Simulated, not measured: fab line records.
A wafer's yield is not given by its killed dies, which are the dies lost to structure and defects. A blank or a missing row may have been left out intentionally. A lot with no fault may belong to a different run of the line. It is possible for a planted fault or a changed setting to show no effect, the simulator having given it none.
Matching of chambers :: flow nand harc :: rie diel-12 running NHARC_P_GATE_STRIP_108: 4 sister chambers
The step strips in O2. 18 wafers are shown with their chamber, then 9 later ones without.

== WAFERS PAIRED WITH THEIR CHAMBERS ==
wafer: L074.2
chamber: 1
drypump motor current A (A): 4.9
o2 flow sccm (sccm): 499.5
throttle valve pct (%): 17.042

wafer: L074.3
chamber: 2
drypump motor current A (A): 5.7
o2 flow sccm (sccm): 499.8
throttle valve pct (%): 17.032

wafer: L074.6
chamber: 2
drypump motor current A (A): 5.8
o2 flow sccm (sccm): 499.8
throttle valve pct (%): 17.023

wafer: L078.1
chamber: 3
drypump motor current A (A): 6.2
o2 flow sccm (sccm): 499.4
throttle valve pct (%): 17.032

wafer: L078.2
chamber: 0
drypump motor current A (A): 5.0
o2 flow sccm (sccm): 499.4
throttle valve pct (%): 17.041

wafer: L078.3
chamber: 2
drypump motor current A (A): 5.8
o2 flow sccm (sccm): 499.9
throttle valve pct (%): 17.042

wafer: L079.1
chamber: 2
drypump motor current A (A): 5.8
o2 flow sccm (sccm): 502.2
throttle valve pct (%): 17.054

wafer: L079.3
chamber: 1
drypump motor current A (A): 4.9
o2 flow sccm (sccm): 498.9
throttle valve pct (%): 17.046

wafer: L079.4
chamber: 0
drypump motor current A (A): 5.1
o2 flow sccm (sccm): 497.2
throttle valve pct (%): 17.041

wafer: L080.2
chamber: 2
drypump motor current A (A): 5.7
o2 flow sccm (sccm): 499.4
throttle valve pct (%): 17.034

wafer: L080.4
chamber: 3
drypump motor current A (A): 6.2
o2 flow sccm (sccm): 500.1
throttle valve pct (%): 17.041

wafer: L080.6
chamber: 1
drypump motor current A (A): 4.9
o2 flow sccm (sccm): 500.5
throttle valve pct (%): 17.034

wafer: L082.1
chamber: 3
drypump motor current A (A): 6.2
o2 flow sccm (sccm): 500.7
throttle valve pct (%): 17.039

wafer: L082.2
chamber: 0
drypump motor current A (A): 5.0
o2 flow sccm (sccm): 497.7
throttle valve pct (%): 17.034

wafer: L082.5
chamber: 2
drypump motor current A (A): 5.7
o2 flow sccm (sccm): 499.8
throttle valve pct (%): 17.035

wafer: L090.2
chamber: 1
drypump motor current A (A): 4.9
o2 flow sccm (sccm): 501.3
throttle valve pct (%): 17.049

wafer: L090.3
chamber: 2
drypump motor current A (A): 5.7
o2 flow sccm (sccm): 498.6
throttle valve pct (%): 17.039

wafer: L090.5
chamber: 0
drypump motor current A (A): 5.0
o2 flow sccm (sccm): 499.4
throttle valve pct (%): 17.039

SIGNATURES (averages over the wafers above)
reading: drypump motor current A
chamber 0: 5.025
chamber 1: 4.900
chamber 2: 5.743
chamber 3: 6.200
scatter within a chamber: 0.042

reading: o2 flow sccm
chamber 0: 498.425
chamber 1: 500.050
chamber 2: 499.929
chamber 3: 500.067
scatter within a chamber: 1.05

reading: throttle valve pct
chamber 0: 17.03875
chamber 1: 17.04275
chamber 2: 17.03700
chamber 3: 17.03733
scatter within a chamber: 0.00735
Rule: a wafer lies at a distance from a chamber equal to the root of the sum of squares, over the readings, of (its reading less the chamber's mean, divided by the reading's scatter). The wafer belongs to the nearest chamber; if the next one is less than 2 further off, it can't be placed. The scatter: the root of (the sum of the squares of (reading less its chamber's mean) over the shown wafers, divided by (wafers less chambers)).

== WAFERS WITH NO CHAMBER GIVEN ==
wafer: L091.3
drypump motor current A (A): 5.8
o2 flow sccm (sccm): 499.3
throttle valve pct (%): 17.048

wafer: L091.4
drypump motor current A (A): 5.0
o2 flow sccm (sccm): 498.8
throttle valve pct (%): 17.036

wafer: L091.6
drypump motor current A (A): 5.8
o2 flow sccm (sccm): 498.5
throttle valve pct (%): 17.008

wafer: L092.4
drypump motor current A (A): 6.2
o2 flow sccm (sccm): 500.7
throttle valve pct (%): 17.034

wafer: L092.5
drypump motor current A (A): 4.9
o2 flow sccm (sccm): 501.6
throttle valve pct (%): 17.056

wafer: L092.6
drypump motor current A (A): 5.1
o2 flow sccm (sccm): 499.3
throttle valve pct (%): 17.027

wafer: L096.2
drypump motor current A (A): 6.3
o2 flow sccm (sccm): 502.5
throttle valve pct (%): 17.029

wafer: L096.3
drypump motor current A (A): 5.8
o2 flow sccm (sccm): 499.2
throttle valve pct (%): 17.043

wafer: L096.5
drypump motor current A (A): 5.8
o2 flow sccm (sccm): 501.5
throttle valve pct (%): 17.029

== EACH ONE'S CHAMBER ==
wafer: L091.3
from the rows above: 2
in truth: 2

wafer: L091.4
from the rows above: 0
in truth: 0

wafer: L091.6
from the rows above: 2
in truth: 2

wafer: L092.4
from the rows above: 3
in truth: 3

wafer: L092.5
from the rows above: 1
in truth: 1

wafer: L092.6
from the rows above: 0
in truth: 0

wafer: L096.2
from the rows above: 3
in truth: 3

wafer: L096.3
from the rows above: 2
in truth: 2

wafer: L096.5
from the rows above: 2
in truth: 2
Correct placement for 9 of the 9. Not placeable from these rows: 0. 0 placed wrongly.
